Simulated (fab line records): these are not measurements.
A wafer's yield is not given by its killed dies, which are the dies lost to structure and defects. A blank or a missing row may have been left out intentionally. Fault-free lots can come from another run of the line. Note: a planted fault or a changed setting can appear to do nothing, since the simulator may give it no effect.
Tool commonality check :: flow nandHarc :: 12 lots and 36 wafers in the sample

== REASON IT WAS OPENED ==
At NHARC_A_ONON_D1_THK_MEAS_30 the reading thkNm is flagged on 2 of 12 lots. Wafers without a fault read 995 nm, standard deviation 10.
Rule: a lot gets a flag if all its wafers with a number sit over 4 standard deviations from that mean, or if no wafer of it has a number. As for the other lots, they are considered sound.

lot: L656
measured: day 8 04:59
on: filmMetro-01
thkNm (nm), wafer by wafer: 988 986 988
flag: 

lot: L657
measured: day 8 10:47
on: filmMetro-01
thkNm (nm), wafer by wafer: 990 990 991
flag: 

lot: L659
measured: day 8 23:28
on: filmMetro-01
thkNm (nm), wafer by wafer: 996 997 997
flag: 

lot: L662
measured: day 9 10:17
on: filmMetro-02
thkNm (nm), wafer by wafer: 986 989 989
flag: 

lot: L663
measured: day 9 20:14
on: filmMetro-02
thkNm (nm), wafer by wafer: 1003 1002 1003
flag: 

lot: L666
measured: day 10 11:03
on: filmMetro-02
thkNm (nm), wafer by wafer: 1008 1011 1011
flag: 

lot: L667
measured: day 10 20:14
on: filmMetro-02
thkNm (nm), wafer by wafer: 1505 1506 1502
flag: FLAGGED

lot: L668
measured: day 11 04:13
on: filmMetro-01
thkNm (nm), wafer by wafer: 1487 1485 1485
flag: FLAGGED

lot: L672
measured: day 12 00:20
on: filmMetro-02
thkNm (nm), wafer by wafer: 1004 1004 1005
flag: 

lot: L673
measured: day 12 13:40
on: filmMetro-02
thkNm (nm), wafer by wafer: 1005 1003 1004
flag: 

lot: L676
measured: day 13 02:41
on: filmMetro-01
thkNm (nm), wafer by wafer: 1005 1005 1005
flag: 

lot: L678
measured: day 13 09:32
on: filmMetro-01
thkNm (nm), wafer by wafer: 988 987 989
flag: 
On average the flagged lots' numbers are 1495 nm, which is +500 nm against the usual, or +50 standard deviations.

== WHICH TOOL RAN EACH LOT ==
Before the reading, the record contains 2 process steps out of a 1159-step route. Read each cell as the tool, then ch plus the chambers that the sampled wafers visited, then the start.
lot: L656
flag: 
NHARC_P_BONDPAD_CMP_19: cmp-02 ch 0,1, day 6 14:20
NHARC_A_ONON_D1_DEP_28: pecvdOnon-03 ch 0, day 8 04:32

lot: L657
flag: 
NHARC_P_BONDPAD_CMP_19: cmp-02 ch 0,1, day 6 21:52
NHARC_A_ONON_D1_DEP_28: pecvdOnon-01 ch 0, day 8 10:16

lot: L659
flag: 
NHARC_P_BONDPAD_CMP_19: cmp-04 ch 0,1,3, day 7 13:29
NHARC_A_ONON_D1_DEP_28: pecvdOnon-02 ch 0, day 8 22:58

lot: L662
flag: 
NHARC_P_BONDPAD_CMP_19: cmp-02 ch 0,2,3, day 7 21:38
NHARC_A_ONON_D1_DEP_28: pecvdOnon-03 ch 0, day 9 09:57

lot: L663
flag: 
NHARC_P_BONDPAD_CMP_19: cmp-02 ch 0,1, day 8 06:57
NHARC_A_ONON_D1_DEP_28: pecvdOnon-02 ch 0, day 9 19:44

lot: L666
flag: 
NHARC_P_BONDPAD_CMP_19: cmp-02 ch 1,2,3, day 8 20:58
NHARC_A_ONON_D1_DEP_28: pecvdOnon-01 ch 0, day 10 10:32

lot: L667
flag: FLAGGED
NHARC_P_BONDPAD_CMP_19: cmp-03 ch 1,2,3, day 9 04:16
NHARC_A_ONON_D1_DEP_28: pecvdOnon-01 ch 0, day 10 19:44

lot: L668
flag: FLAGGED
NHARC_P_BONDPAD_CMP_19: cmp-03 ch 1,2, day 9 16:10
NHARC_A_ONON_D1_DEP_28: pecvdOnon-01 ch 0, day 11 03:49

lot: L672
flag: 
NHARC_P_BONDPAD_CMP_19: cmp-03 ch 0,2,3, day 10 13:07
NHARC_A_ONON_D1_DEP_28: pecvdOnon-03 ch 0, day 11 23:49

lot: L673
flag: 
NHARC_P_BONDPAD_CMP_19: cmp-02 ch 0,1,3, day 10 19:46
NHARC_A_ONON_D1_DEP_28: pecvdOnon-03 ch 0, day 12 13:10

lot: L676
flag: 
NHARC_P_BONDPAD_CMP_19: cmp-03 ch 0,1, day 11 12:05
NHARC_A_ONON_D1_DEP_28: pecvdOnon-03 ch 0, day 13 02:14

lot: L678
flag: 
NHARC_P_BONDPAD_CMP_19: cmp-03 ch 0,1,3, day 11 22:02
NHARC_A_ONON_D1_DEP_28: pecvdOnon-03 ch 0, day 13 09:04
What these steps do:
- NHARC_P_BONDPAD_CMP_19: polishes, t overpolish 30 s, cu recess touch 16 s, target thk 160.81 nm.
- NHARC_A_ONON_D1_DEP_28: target thk 1000 nm.
- NHARC_A_ONON_D1_THK_MEAS_30: measures by ellipsometry.

== FLAGGED OVER TOTAL, TOOL BY TOOL (the gauges that took the reading come last) ==
step: NHARC_P_BONDPAD_CMP_19
tool: cmp-02
lots run: 6
flagged: 0
share of the flagged lots: none
sound lots run after its first flagged lot: -

step: NHARC_P_BONDPAD_CMP_19
tool: cmp-03
lots run: 5
flagged: 2
share of the flagged lots: all
sound lots run after its first flagged lot: 3 (L672,L676,L678)

step: NHARC_P_BONDPAD_CMP_19
tool: cmp-04
lots run: 1
flagged: 0
share of the flagged lots: none
sound lots run after its first flagged lot: -

step: NHARC_A_ONON_D1_DEP_28
tool: pecvdOnon-01
lots run: 4
flagged: 2
share of the flagged lots: all
sound lots run after its first flagged lot: 0

step: NHARC_A_ONON_D1_DEP_28
tool: pecvdOnon-02
lots run: 2
flagged: 0
share of the flagged lots: none
sound lots run after its first flagged lot: -

step: NHARC_A_ONON_D1_DEP_28
tool: pecvdOnon-03
lots run: 6
flagged: 0
share of the flagged lots: none
sound lots run after its first flagged lot: -

step: NHARC_A_ONON_D1_THK_MEAS_30
tool: filmMetro-01
lots run: 6
flagged: 1
share of the flagged lots: some
sound lots run after its first flagged lot: 2 (L676,L678)

step: NHARC_A_ONON_D1_THK_MEAS_30
tool: filmMetro-02
lots run: 6
flagged: 1
share of the flagged lots: some
sound lots run after its first flagged lot: 2 (L672,L673)

== WHAT IS ALLOWED BY THE TABLE ==
2 rows of the table ran every flagged lot: cmp-03 at NHARC_P_BONDPAD_CMP_19, pecvdOnon-01 at NHARC_A_ONON_D1_DEP_28.
- cmp-03 at NHARC_P_BONDPAD_CMP_19: 2 of its 5 lots flagged. Lots that were sound ran on it after the first flagged one (L672, L676, L678); a persistent fault on the entire tool would not allow that.
- pecvdOnon-01 at NHARC_A_ONON_D1_DEP_28: 2 of its 4 lots flagged. A fault beginning between L666 (day 10 10:32), its last sound lot, and L667 (day 10 19:44), its first flagged one, fits the data.
What remains is a single tool, pecvdOnon-01 at NHARC_A_ONON_D1_DEP_28.

== WHAT HAD BEEN PUT IN BY THE SIMULATOR ==
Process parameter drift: pecvdOnon-01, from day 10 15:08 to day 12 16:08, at NHARC_A_ONON_D1_DEP_28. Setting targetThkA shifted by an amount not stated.
Shown lots that were struck: L667, L668. The rule above reached the same finding.
